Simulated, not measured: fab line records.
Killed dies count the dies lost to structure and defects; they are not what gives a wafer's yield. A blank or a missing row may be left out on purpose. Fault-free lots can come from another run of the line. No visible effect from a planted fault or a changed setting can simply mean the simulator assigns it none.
A lot that was struck, set against a sound lot || flow n5_finfet || 15 steps out of a route of 1938
Sound: the wafers L350.2, L350.4. Struck: wafer L352.5 (L352.2, L352.6, from the same lot, were not struck and are left out); the cause is given at the end.
At each step with rows: each side's tool, then ch and its chambers, then its first start. Under that, the readings that differ: sound wafers || struck wafers || difference of the means || sigmas: that difference in standard deviations of wafers without a fault.
alike: readings whose means differ by less than 2 such deviations, and words and numbers that are the same on both sides. not compared: withheld readings, readings that some wafer has no value for, bounds like >300 that may hide the same value, and numbers for which the record gives no deviation and whose values overlap.
Wherever a step has rows on one side only, a row that says differs or no value, or a row with sigmas, the two part there. When numbers do not overlap yet have no deviation, they are printed without sigmas and do not part them. A reading that every wafer of one side lacks parts them only if that side has two wafers or more.

N5_BEOL_M8_VIA_ETCH_34: etches SiCOH lowk in C4F6/O2, target depth 125.5 nm, time 50.5 s.
  sound on rie_diel-04 ch 0,2, day 12 15:01; struck on rie_diel-02 ch 0, day 13 15:38
{"reading": "drypump_motor_current_A (A)", "sound": "5.5 4.8", "struck": 6.2, "difference": "+1.0", "sigmas": "+2"}
{"reading": "rf_vpp_V (V)", "sound": "674 628", "struck": 698, "difference": "+47", "sigmas": "+2"}
{"reading": "showerhead_plenum_p_Torr (Torr)", "sound": "3.00 2.91", "struck": 2.70, "difference": -0.25, "sigmas": -3}
  alike: oes_product_au, throttle_valve_pct
  not compared: rf_hours_counter_h
then, 1 step without rows for these wafers: N5_BEOL_M8_STRIP_76 (strips in C4F6/O2).
N5_BEOL_M8_STRIP_36: strips in N2/H2.
  sound on rie_diel-04 ch 0,2, day 12 15:04; struck on rie_diel-02 ch 0, day 13 15:41
{"reading": "drypump_motor_current_A (A)", "sound": "5.5 4.8", "struck": 6.2, "difference": "+1.0", "sigmas": "+2"}
{"reading": "showerhead_plenum_p_Torr (Torr)", "sound": "2.72 2.61", "struck": 2.41, "difference": -0.25, "sigmas": -3}
  alike: oes_product_au, rf_vpp_V, throttle_valve_pct
  not compared: rf_hours_counter_h
N5_BEOL_M8_TRENCH_ETCH_37: etches SiCOH lowk in C4F6/O2, target depth 93.478 nm, time 31.2 s.
  sound: rie_diel-04 ch 0,2; struck: rie_diel-02 ch 0
{"reading": "drypump_motor_current_A (A)", "sound": "5.5 4.8", "struck": 6.1, "difference": "+0.9", "sigmas": "+2"}
{"reading": "rf_vpp_V (V)", "sound": "674 630", "struck": 699, "difference": "+47", "sigmas": "+2"}
{"reading": "showerhead_plenum_p_Torr (Torr)", "sound": "3.00 2.90", "struck": 2.70, "difference": -0.25, "sigmas": -3}
  alike: oes_product_au, throttle_valve_pct
  not compared: rf_hours_counter_h
then, 1 step without rows for these wafers: N5_BEOL_M8_ETCH_41 (etches SiCN in CH3F/O2, target depth 31.9 nm, time 57.8 s).
N5_BEOL_M8_STRIP_80: strips in N2/H2, time 10 s.
  sound: rie_diel-04 ch 0,2; struck: rie_diel-02 ch 0
{"reading": "drypump_motor_current_A (A)", "sound": "5.6 4.7", "struck": 6.1, "difference": "+0.9", "sigmas": "+2"}
{"reading": "showerhead_plenum_p_Torr (Torr)", "sound": "2.72 2.61", "struck": 2.41, "difference": -0.25, "sigmas": -3}
  alike: oes_product_au, rf_vpp_V, throttle_valve_pct
  not compared: rf_hours_counter_h
N5_BEOL_M8_OCD_MEAS_38:
  sound: ocd-02 at day 12 15:16; struck: ocd-01 at day 13 15:53
  alike: trench_depth_nm
then, 4 steps without rows for these wafers: N5_BEOL_M8_HM_STRIP_39 (strips TiN in peroxide tin strip, target depth 25 nm, time 158 s); N5_BEOL_M8_SRD_40 (time 30 s); N5_BEOL_M8_PRECLEAN_42 (cleans in residue remover, time 60 s); N5_BEOL_M8_SRD_43 (time 30 s).
N5_BEOL_M8_CD_MEAS_35 targets a cd of 40 nm.
  sound: cd_sem-03 at day 12 15:25; struck: cd_sem-01 at day 13 16:02
  alike: cd_nm
N5_BEOL_M8_CURE_75: cures SiCOH lowk, time 120 s.
  sound on uv_cure-02 ch 1, day 12 15:30; struck on uv_cure-01 ch 2, day 13 16:16
{"reading": "lamp_power_pct (%)", "sound": "52.41 52.39", "struck": 50.45, "difference": -1.95, "sigmas": -31}
{"reading": "run_length_s (s)", "sound": "178.0 178.2", "struck": 141.6, "difference": -36.5, "sigmas": -21}
  alike: wafer_temp_C_max
N5_BEOL_M8_DEGAS_44: time 60 s.
  sound: pvd_sputter-01 at day 12 15:59; struck: pvd_sputter-02 at day 13 16:32
  alike: heater_power_w
following that, these wafers have no rows for 1 step: N5_PASSIVATION_PROBE_49.

== WHERE THEY PART ==
Last at N5_BEOL_M8_CURE_75 as far as this record goes, first at N5_BEOL_M8_VIA_ETCH_34. Later steps at which nothing parts them and some readings are alike: N5_BEOL_M8_DEGAS_44.

WHY: what had been put in by the simulator
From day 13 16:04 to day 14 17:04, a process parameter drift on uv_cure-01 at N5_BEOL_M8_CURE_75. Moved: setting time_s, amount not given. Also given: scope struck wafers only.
